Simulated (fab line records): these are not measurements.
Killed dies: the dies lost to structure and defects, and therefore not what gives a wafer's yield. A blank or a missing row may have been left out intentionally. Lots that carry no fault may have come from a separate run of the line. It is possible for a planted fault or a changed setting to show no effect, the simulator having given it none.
fab line records | flow nand-harc | part 1 of 2: steps 1 to 24 of 25
record lots=7 wafers=21 last-day=32
route steps=1302 shown P_M1@313 P_M2@318 END@1302
lots untouched by any fault: they come from a run of this same line in which no faults occurred
start-h: the number of hours between the record's first day and the start of the first shown wafer of the lot | wait-h: hours from the lot's prior step to this one | " unchanged from the row above | L1.1+2: several wafers, shown together as one row | - no value, or no start given | * or withheld: withheld | < > ~ a bound
route shown NAME@n: NAME is a module with steps in the file, n the number in the route of the first one | usual: mean/standard deviation taken from wafers without a fault | same: alike in all rows | chamber/n: place in a boat | sites: the reading at each site | _std_site: the values' standard deviation | _edge_site: the outer-site mean with the inner-site mean subtracted | radius-mm: how far each site lies from the wafer's centre | mask NAME#n: copy n | behind: the tool/chamber that last shaped the wafer | hold: why the lot went on hold/how many hours it stayed there/how the hold came to an end | device: transistor that didn't switch, given as n, p or np | end of line: at the end of the route, the tests of the same wafers | a step given without rows: its recipe and nothing more | killed: at the first sort, the dies lost to defects and structure; wafer yield is something else | map: dies across one wafer; x = killed, . = not, _ = none there
set.NAME: the setting as run; set.NAME@STEP: as run at that earlier step | model.NAME: the simulator's own value behind a step, which no gauge read
a table for each step, a row for each wafer; lots at some steps of the route
services: the hour from which a tool's chamber was out of use, counted from the record's first day as start-h (under 0 if before that day), plus the number of hours and why
## steps
# step NHARC_P_M1_SRD_25
# step NHARC_P_M1_INSPECT_27
# usual raw-defect-count=291/110
# columns lot.wafer tool chamber start-h wait-h raw-defect-count
L681.1 defect-inspect-01 - 143.30 0.0 151
L681.3 " - " " 206
L681.6 " - " " 289
L686.1 defect-inspect-02 - 191.91 0.0 348
L686.4 " - " " 331
L686.6 " - " " 186
L687.1 defect-inspect-01 - 204.12 0.0 190
L687.2 " - " " 356
L687.4 " - " " 244
L688.1 defect-inspect-02 - 216.89 0.0 350
L688.3 " - " " 356
L688.6 " - " " 379
L694.2 defect-inspect-01 - 274.90 0.0 219
L694.4 " - " " 281
L694.5 " - " " 194
L697.1 defect-inspect-01 - 302.05 0.0 374
L697.2 " - " " 434
L697.6 " - " " 310
L700.3 defect-inspect-01 - 325.30 0.0 215
L700.4 " - " " 126
L700.6 " - " " 145
# step NHARC_P_M1_PRE_CLEAN_32
# recipe time-s=12 temp-c=370 rf-power-w=300 gas=NH3
# usual heater-power-w=633/90
# columns lot.wafer tool chamber start-h wait-h heater-power-w
L681.3 pecvd-03 2 143.38 0.1 562
L681.1 " 0 " " 755
L681.6 " 2 " " 548
L686.1 pecvd-04 1 191.98 0.1 715
L686.6 " 1 " " 713
L686.4 " 2 " " 547
L687.1 pecvd-01 0 204.19 0.1 737
L687.2 " 1 " " 602
L687.4 " 2 " " 483
L688.1 pecvd-04 1 216.96 0.1 670
L688.3 " 2 " " 540
L688.6 " 2 " " 529
L694.2 pecvd-01 1 275.09 0.2 619
L694.5 " 2 " " 459
L694.4 " 1 " " 632
L697.2 pecvd-03 0 302.12 0.1 735
L697.1 " 2 " " 688
L697.6 " 0 " " 749
L700.3 pecvd-03 2 325.38 0.1 715
L700.4 " 1 " " 617
L700.6 " 2 " " 720
# step NHARC_P_M1_DEP_33
# recipe target-thk-a=300 temp-c=370 target-thk-nm=30 pressure-torr=3 flow-sccm=200 rf-w=450 material=SiCN
# usual heater-power-w=584/89
# columns lot.wafer tool chamber start-h wait-h heater-power-w
L681.3 pecvd-03 2 143.49 0.1 556
L681.1 " 0 " " 708
L681.6 " 2 " " 542
L686.1 pecvd-04 1 192.06 0.1 561
L686.6 " 1 " " 591
L686.4 " 2 " " 577
L687.1 pecvd-01 0 204.27 0.1 676
L687.2 " 1 " " 499
L687.4 " 2 " " 507
L688.1 pecvd-04 1 217.04 0.1 609
L688.3 " 2 " " 553
L688.6 " 2 " " 540
L694.2 pecvd-01 1 275.23 0.1 603
L694.5 " 2 " " 476
L694.4 " 1 " " 598
L697.2 pecvd-03 0 302.19 0.1 791
L697.1 " 2 " " 586
L697.6 " 0 " " 776
L700.3 pecvd-03 2 325.49 0.1 639
L700.4 " 1 " " 542
L700.6 " 2 " " 645
# step NHARC_P_M2_DEP_00
# recipe target-thk-a=1825 target-thk-nm=182.5 temp-c=withheld pressure-torr=5 flow-sccm=200 rf-w=600 material=SiOC
# step NHARC_P_M2_DEHYDRATE_01
# recipe temp-c=150 time-s=120
# step NHARC_P_M2_HMDS_02
# recipe time-s=30
# step NHARC_P_M2_COAT_34
# recipe temp-c=200 time-s=65
# step NHARC_P_M2_COAT_03
# recipe spin-rpm=1500 resist-thk-nm=90
# step NHARC_P_M2_SOFTBAKE_04
# recipe temp-c=105 time-s=55
# step NHARC_P_M2_EBR_05
# step NHARC_P_M2_EXPOSE_06
# recipe na=1.35 target-cd-nm=170 dose-mj=80.78 mask-id=P_M2
# usual exposure-dose-mJ-cm2=80.68/0.098
# columns lot.wafer tool chamber start-h wait-h mask exposure-dose-mJ-cm2
L681.1 arfi-scanner-03 0 144.43 - P_M2#0 80.56
L681.3 " 0 " " P_M2#0 80.52
L681.6 " 0 " " P_M2#0 80.67
L686.1 arfi-scanner-03 0 193.15 - P_M2#0 84.74
L686.4 " 0 " " P_M2#0 84.90
L686.6 " 0 " " P_M2#0 84.94
L687.1 arfi-scanner-03 0 205.24 - P_M2#0 84.10
L687.2 " 0 " " P_M2#0 84.03
L687.4 " 0 " " P_M2#0 83.98
L688.1 arfi-scanner-03 0 218.02 - P_M2#0 83.33
L688.3 " 0 " " P_M2#0 83.44
L688.6 " 0 " " P_M2#0 83.27
L694.2 arfi-scanner-01 0 276.13 - P_M2#0 80.72
L694.4 " 0 " " P_M2#0 80.49
L694.5 " 0 " " P_M2#0 80.54
L697.1 arfi-scanner-02 0 303.31 - P_M2#0 80.71
L697.2 " 0 " " P_M2#0 80.62
L697.6 " 0 " " P_M2#0 80.72
L700.3 arfi-scanner-02 0 326.56 - P_M2#0 80.74
L700.4 " 0 " " P_M2#0 80.78
L700.6 " 0 " " P_M2#0 80.70
# step NHARC_P_M2_PEB_07
# recipe peb-temp-c=100 peb-time-s=65
# step NHARC_P_M2_DEVELOP_08
# recipe develop-time-s=35 dev-temp-c=23
# step NHARC_P_M2_CD_MEAS_09
# recipe target-cd-nm=170 landing-energy-ev=500
# usual cd-nm=169.9/0.7
# columns lot.wafer tool chamber start-h wait-h cd-nm
L681.1 cd-sem-01 0 144.57 - 171.0
L681.3 " 0 " " 170.3
L681.6 " 0 " " 169.9
L686.1 cd-sem-01 0 193.29 - 172.8
L686.4 " 0 " " 173.0
L686.6 " 0 " " 172.0
L687.1 cd-sem-01 0 205.38 - 171.0
L687.2 " 0 " " 171.4
L687.4 " 0 " " 172.1
L688.1 cd-sem-03 0 218.16 - 171.4
L688.3 " 0 " " 171.5
L688.6 " 0 " " 171.4
L694.2 cd-sem-02 0 276.26 - 169.9
L694.4 " 0 " " 170.0
L694.5 " 0 " " 170.0
L697.1 cd-sem-01 0 303.45 - 170.2
L697.2 " 0 " " 169.6
L697.6 " 0 " " 169.2
L700.3 cd-sem-03 0 326.70 - 169.9
L700.4 " 0 " " 169.0
L700.6 " 0 " " 170.6
# step NHARC_P_M2_OVL_MEAS_10
# recipe pitch-nm=340
# usual overlay-x-nm=0.1/0.74 overlay-y-nm=0.0/0.72
# columns lot.wafer tool chamber start-h wait-h overlay-x-nm overlay-y-nm
L681.1 overlay-02 - 144.65 - -1.0 0.4
L681.3 " - " " -1.8 0.8
L681.6 " - " " -1.2 0.9
L686.1 overlay-01 - 193.37 - 0.6 0.8
L686.4 " - " " 0.6 0.5
L686.6 " - " " 0.6 1.0
L687.1 overlay-01 - 205.47 - -0.3 -1.5
L687.2 " - " " -0.1 -1.5
L687.4 " - " " 0.2 -0.7
L688.1 overlay-02 - 218.25 - 0.3 0.1
L688.3 " - " " -0.2 -0.4
L688.6 " - " " 0.0 -0.1
L694.2 overlay-02 - 276.36 - 0.5 -0.6
L694.4 " - " " 0.3 -0.5
L694.5 " - " " 0.6 -1.2
L697.1 overlay-01 - 303.54 - 0.4 0.1
L697.2 " - " " -0.1 0.8
L697.6 " - " " -0.3 0.5
L700.3 overlay-01 - 326.78 - 1.0 0.2
L700.4 " - " " 0.3 0.4
L700.6 " - " " 0.9 0.2
# step NHARC_P_M2_INSPECT_11
# usual raw-defect-count=5.0/2.5
# columns lot.wafer tool chamber start-h wait-h raw-defect-count
L681.1 defect-inspect-02 - 144.69 0.0 4
L681.3 " - " " 4
L681.6 " - " " 3
L686.1 defect-inspect-01 - 193.41 0.0 4
L686.4 " - " " 8
L686.6 " - " " 2
L687.1 defect-inspect-02 - 205.51 0.0 6
L687.2 " - " " 4
L687.4 " - " " 7
L688.1 defect-inspect-01 - 218.28 0.0 10
L688.3 " - " " 3
L688.6 " - " " 4
L694.2 defect-inspect-02 - 276.40 0.0 5
L694.4 " - " " 6
L694.5 " - " " 4
L697.1 defect-inspect-01 - 303.58 0.0 7
L697.2 " - " " 9
L697.6 " - " " 6
L700.3 defect-inspect-01 - 326.82 0.0 6
L700.4 " - " " 7
L700.6 " - " " 7
# step NHARC_P_M2_DESCUM_14
# recipe time-s=3 o2-flow-sccm=200 ar-flow-sccm=0 bias-power-w=0 chemistry=O2
# usual drypump-motor-current-A=5.6/0.55 oes-product-au=0.996/0.011 rf-vpp-V=57.7/0.77 showerhead-plenum-p-Torr=1.92/0.054 throttle-valve-pct=11.311/0.009
# columns lot.wafer tool chamber start-h wait-h drypump-motor-current-A oes-product-au rf-hours-counter-h rf-vpp-V showerhead-plenum-p-Torr throttle-valve-pct model.P_M2.cd-nm
L681.3 rie-diel-10 3 144.75 0.1 4.8 0.995 3.0 57.8 1.99 11.299 170.7
L681.1 " 0 " " 5.5 0.981 3.1 59.1 1.90 11.303 171.2
L681.6 " 0 " " 5.5 0.982 - 57.9 1.90 11.310 169.6
L686.4 rie-diel-05 0 193.47 0.1 5.3 0.991 8.2 57.1 1.93 11.309 172.7
L686.1 " 1 " " 5.6 1.000 9.4 57.7 1.82 11.310 172.4
L686.6 " 0 " " 5.3 0.986 - 57.6 1.93 11.322 172.2
L687.2 rie-diel-07 0 205.57 0.1 6.7 0.990 3.5 58.2 1.90 11.309 172.1
L687.4 " 1 " " 5.1 0.990 4.0 56.5 1.89 11.317 171.6
L687.1 " 2 " " 6.0 1.015 4.3 58.4 2.05 11.314 170.8
L688.1 rie-diel-05 3 218.36 0.1 5.8 1.020 10.2 58.6 1.93 11.306 171.1
L688.3 " 0 " " 5.3 0.994 10.0 57.1 1.93 11.296 171.6
L688.6 " 1 " " 5.6 0.999 - 56.4 1.82 11.316 171.2
L694.4 rie-diel-07 0 276.48 0.1 6.7 0.993 7.1 58.2 1.90 11.302 170.2
L694.2 " 1 " " 5.1 0.991 7.8 57.6 1.88 11.307 169.5
L694.5 " 2 " " 6.0 1.006 - 58.9 2.05 11.312 170.5
L697.1 rie-diel-07 1 303.65 0.1 5.1 0.994 0 56.5 1.88 11.299 169.5
L697.2 " 3 " " 6.5 1.011 0 57.4 1.88 11.307 170.1
L697.6 " 1 " " 5.1 0.994 - 58.1 1.88 11.318 168.9
L700.4 rie-diel-05 0 326.89 0.1 5.4 0.999 5.0 56.5 1.93 11.307 168.9
L700.3 " 1 " " 5.6 1.010 5.9 56.4 1.81 11.331 169.3
L700.6 " 0 " " 5.4 1.000 - 58.2 1.93 11.311 170.2
# step NHARC_P_M2_ETCH_35
# recipe target-depth-a=400 overetch-a=120 time-s=43.94 ion-energy-ev=200 n2-flow-sccm=150 h2-flow-sccm=150 ar-flow-sccm=0 rf-w=400 bias-w=150 chemistry=N2/H2
# usual drypump-motor-current-A=5.7/0.57 oes-product-au=0.996/0.012 rf-vpp-V=430.7/1.6 showerhead-plenum-p-Torr=2.05/0.054 throttle-valve-pct=14.173/0.01
# columns lot.wafer tool chamber start-h wait-h drypump-motor-current-A oes-product-au rf-hours-counter-h rf-vpp-V showerhead-plenum-p-Torr throttle-valve-pct
L681.1 rie-diel-10 1 144.84 0.1 6.4 0.988 3.1 430.2 2.09 14.175
L681.3 " 2 " " 5.5 0.981 3.0 429.7 2.04 14.158
L681.6 " 1 " " 6.4 0.995 - 432.4 2.09 14.167
L686.1 rie-diel-05 0 193.56 0.1 5.4 0.995 8.2 430.6 2.06 14.171
L686.4 " 1 " " 5.6 1.002 9.4 428.8 1.93 14.161
L686.6 " 0 " " 5.4 0.993 - 430.3 2.06 14.165
L687.4 rie-diel-07 0 205.66 0.1 6.7 0.998 3.5 430.6 2.03 14.187
L687.1 " 1 " " 5.1 0.999 4.0 430.1 2.01 14.182
L687.2 " 2 " " 6.0 1.003 4.3 434.5 2.19 14.178
L688.3 rie-diel-05 2 218.43 0.1 5.2 0.982 11.4 429.8 2.07 14.162
L688.1 " 1 " " 5.6 1.002 11.2 428.3 1.93 14.167
L688.6 " 3 " " 5.8 1.009 - 431.1 2.06 14.189
L694.2 rie-diel-07 3 276.54 0.1 6.5 1.011 8.1 428.8 2.00 14.177
L694.4 " 0 " " 6.7 0.981 7.1 429.6 2.03 14.183
L694.5 " 3 " " 6.5 0.996 - 429.6 2.00 14.182
L697.2 rie-diel-07 0 303.73 0.1 6.7 1.014 0.0 429.1 2.03 14.182
L697.1 " 1 " " 5.1 1.001 0.0 429.4 2.01 14.160
L697.6 " 3 " " 6.5 1.022 - 429.8 2.00 14.173
L700.4 rie-diel-05 3 326.97 0.1 5.8 1.012 6.3 430.6 2.06 14.174
L700.3 " 1 " " 5.6 0.993 5.9 427.0 1.93 14.189
L700.6 " 3 " " 5.8 1.009 - 431.6 2.06 14.168
# step NHARC_P_M2_ETCH_15
# recipe target-depth-a=1825 time-s=91.2 c4f8-flow-sccm=withheld ar-flow-sccm=400 rf-w=600 bias-w=300 chemistry=C4F8/Ar
# usual oes-product-au=0.937/0.023 rf-vpp-V=441.1/1.8
# columns lot.wafer tool chamber start-h wait-h oes-product-au rf-hours-counter-h rf-vpp-V
L681.3 rie-diel-10 0 - - 0.939 3.1 440.9
L681.1 " 2 " " 0.961 3.0 439.5
L681.6 " 0 " " 0.952 - 441.2
L686.1 rie-diel-05 3 - - 0.934 8.4 441.7
L686.4 " 0 " " 0.905 8.3 440.6
L686.6 " 1 " " 0.912 - 436.8
L687.4 rie-diel-07 3 - - 0.927 3.8 440.1
L687.2 " 0 " " 0.914 3.5 442.4
L687.1 " 1 " " 0.936 4.0 439.1
L688.1 rie-diel-05 1 - - 0.909 11.2 439.0
L688.3 " 3 " " 0.942 10.2 440.9
L688.6 " 0 " " 0.910 - 441.2
L694.4 rie-diel-07 3 - - 0.933 8.1 439.2
L694.2 " 0 " " 0.914 7.1 442.2
L694.5 " 0 " " 0.915 - 440.4
L697.2 rie-diel-07 2 - - 0.970 0.0 445.1
L697.1 " 0 " " 0.964 0.0 440.1
L697.6 " 1 " " 0.956 - 440.8
L700.3 rie-diel-05 0 - - 0.933 5.0 442.7
L700.4 " 1 " " 0.922 6.0 436.8
L700.6 " 3 " " 0.936 - 442.5
# step NHARC_P_M2_CD_MEAS_16
# usual cd-nm=169.8/0.9
# columns lot.wafer tool chamber start-h wait-h cd-nm
L681.1 cd-sem-02 - 145.06 - 171.2
L681.3 " - " " 170.5
L681.6 " - " " 169.3
L686.1 cd-sem-02 - 193.78 - 172.5
L686.4 " - " " 172.4
L686.6 " - " " 172.3
L687.1 cd-sem-01 - 205.87 - 170.6
L687.2 " - " " 171.7
L687.4 " - " " 170.7
L688.1 cd-sem-01 - 218.66 - 170.7
L688.3 " - " " 171.8
L688.6 " - " " 170.9
L694.2 cd-sem-01 - 276.77 - 169.3
L694.4 " - " " 170.0
L694.5 " - " " 169.8
L697.1 cd-sem-02 - 303.94 - 168.7
L697.2 " - " " 170.4
L697.6 " - " " 168.5
L700.3 cd-sem-03 - 327.19 - 169.5
L700.4 " - " " 169.0
L700.6 " - " " 170.0
# step NHARC_P_M2_STRIP_18
# recipe power-w=1000 n2-flow-sccm=150 h2-flow-sccm=150 ar-flow-sccm=0 bias-w=0 chemistry=N2/H2
# usual drypump-motor-current-A=5.6/0.53 oes-product-au=0.998/0.012 rf-vpp-V=90.8/0.87 showerhead-plenum-p-Torr=2.05/0.054 throttle-valve-pct=14.172/0.01
# columns lot.wafer tool chamber start-h wait-h drypump-motor-current-A oes-product-au rf-hours-counter-h rf-vpp-V showerhead-plenum-p-Torr throttle-valve-pct
L681.3 rie-diel-07 1 145.16 0.1 5.1 1.003 0.3 89.3 2.01 14.184
L681.1 " 2 " " 6.0 1.003 0.3 91.3 2.19 14.159
L681.6 " 1 " " 5.1 1.002 - 90.3 2.01 14.181
L686.1 rie-diel-10 3 193.88 0.1 4.7 0.991 4.8 90.9 2.12 14.175
L686.4 " 0 " " 5.5 0.972 5.4 91.5 2.03 14.151
L686.6 " 3 " " 4.8 0.997 - 92.1 2.12 14.165
L687.1 rie-diel-05 1 205.97 0.1 5.6 0.993 10.1 89.8 1.93 14.154
L687.2 " 2 " " 5.2 0.983 10.3 90.8 2.07 14.168
L687.4 " 3 " " 5.8 1.019 9.6 88.8 2.06 14.164
L688.3 rie-diel-10 1 218.76 0.1 6.4 0.991 6.7 93.9 2.09 14.164
L688.1 " 3 " " 4.7 0.991 6.1 90.6 2.12 14.179
L688.6 " 0 " " 5.5 0.981 - 90.9 2.03 14.151
L694.4 rie-diel-10 3 276.85 0.1 4.7 1.006 0.8 90.5 2.12 14.169
L694.2 " 2 " " 5.6 1.008 0.7 91.6 2.04 14.172
L694.5 " 3 " " 4.7 1.005 - 88.9 2.12 14.180
L697.1 rie-diel-10 2 304.02 0.1 5.6 1.005 3.7 90.6 2.04 14.179
L697.2 " 0 " " 5.5 0.986 3.6 90.6 2.03 14.187
L697.6 " 3 " " 4.7 0.998 - 90.3 2.12 14.165
L700.3 rie-diel-05 2 327.26 0.1 5.2 1.000 7.3 90.2 2.06 14.168
L700.4 " 3 " " 5.8 1.015 6.4 90.5 2.06 14.149
L700.6 " 2 " " 5.2 0.982 - 90.7 2.06 14.175
# step NHARC_P_M2_ETCH_28
# recipe target-depth-a=300 over-etch-frac=0.3 time-s=72.99 ion-energy-ev=150 cf4-flow-sccm=50 n2-flow-sccm=100 ar-flow-sccm=150 rf-w=300 bias-w=100 chemistry=CF4/N2
# usual drypump-motor-current-A=5.6/0.51 oes-product-au=0.996/0.012 rf-vpp-V=314.5/1.6 showerhead-plenum-p-Torr=2.64/0.07 throttle-valve-pct=19.794/0.01
# columns lot.wafer tool chamber start-h wait-h drypump-motor-current-A oes-product-au rf-hours-counter-h rf-vpp-V showerhead-plenum-p-Torr throttle-valve-pct model.P_M2.cd-nm
L681.3 rie-diel-07 2 - - 6.0 1.000 0.3 318.0 2.81 19.790 170.5
L681.1 " 0 " " 6.7 0.996 0.3 315.3 2.61 19.798 171.3
L681.6 " 1 " " 5.1 1.013 - 312.8 2.59 19.805 168.9
L686.4 rie-diel-10 3 - - 4.7 0.992 4.9 314.5 2.72 19.783 171.9
L686.1 " 2 " " 5.5 0.991 4.5 313.2 2.62 19.801 171.8
L686.6 " 0 " " 5.5 0.982 - 314.1 2.61 19.784 171.8
L687.1 rie-diel-05 1 - - 5.6 0.981 10.1 312.3 2.50 19.790 170.4
L687.2 " 3 " " 5.8 1.003 9.6 314.3 2.65 19.802 171.1
L687.4 " 0 " " 5.4 0.980 9.4 314.1 2.65 19.773 170.8
L688.1 rie-diel-10 0 - - 5.5 0.973 6.8 314.6 2.61 19.789 170.1
L688.3 " 1 " " 6.4 0.985 6.8 316.1 2.68 19.781 171.1
L688.6 " 0 " " 5.4 0.980 - 313.0 2.61 19.802 171
L694.4 rie-diel-10 0 - - 5.5 0.996 0.7 314.5 2.61 19.772 170.2
L694.2 " 2 " " 5.5 1.005 0.7 315.6 2.62 19.795 169.1
L694.5 " 0 " " 5.5 0.992 - 314.5 2.61 19.785 170.6
L697.2 rie-diel-10 2 - - 5.5 1.010 3.7 315.7 2.62 19.795 169.9
L697.1 " 0 " " 5.5 0.991 3.6 314.0 2.61 19.802 169.4
L697.6 " 1 " " 6.4 0.988 - 314.9 2.68 19.811 169.1
L700.4 rie-diel-05 1 - - 5.6 0.997 6.0 312.9 2.50 19.787 168.4
L700.3 " 2 " " 5.2 0.996 7.3 314.0 2.65 19.790 168.9
L700.6 " 1 " " 5.6 0.997 - 312.3 2.50 19.791 169.6
# step NHARC_P_M2_STRIP_19
# recipe time-s=600 temp-c=30 chemistry=post-etch-residue-remover
## key
first-sign step=NHARC_P_M2_EXPOSE_06 reading=exposure-dose-mJ-cm2 direction=up sigmas=35 usual=80.68 struck=84.08
effect step=NHARC_P_M2_CD_MEAS_09 reading=cd-nm direction=up sigmas=2.7 usual=169.9 struck=171.8 through=control-loop
effect step=NHARC_P_M2_CD_MEAS_16 reading=cd-nm direction=up sigmas=1.9 usual=169.8 struck=171.5 through=control-loop
model-effect step=NHARC_P_M2_DESCUM_14 value=P_M2.cd-nm without=169.3 struck=171.8
model-effect step=NHARC_P_M2_ETCH_28 value=P_M2.cd-nm without=168.7 struck=171.1
met-at NHARC_P_M2_EXPOSE_06
struck-wafers L686.1,L686.4,L686.6,L687.1,L687.2,L687.4,L688.1,L688.3,L688.6
loop-trim step=NHARC_P_M2_EXPOSE_06 setting=dose lots=L687,L688
onset-between 144.43 193.15
fault kind=process-parameter-drift tool=arfi-scanner-03 chamber=- onset-h=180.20 steps=NHARC_P_M2_EXPOSE_06 channel=dose-mj offset=4.2033 shape=step acts-in=these-recipes-only stated=80.78
# loop-trim: a control loop set the setting to another value than it would have without faults
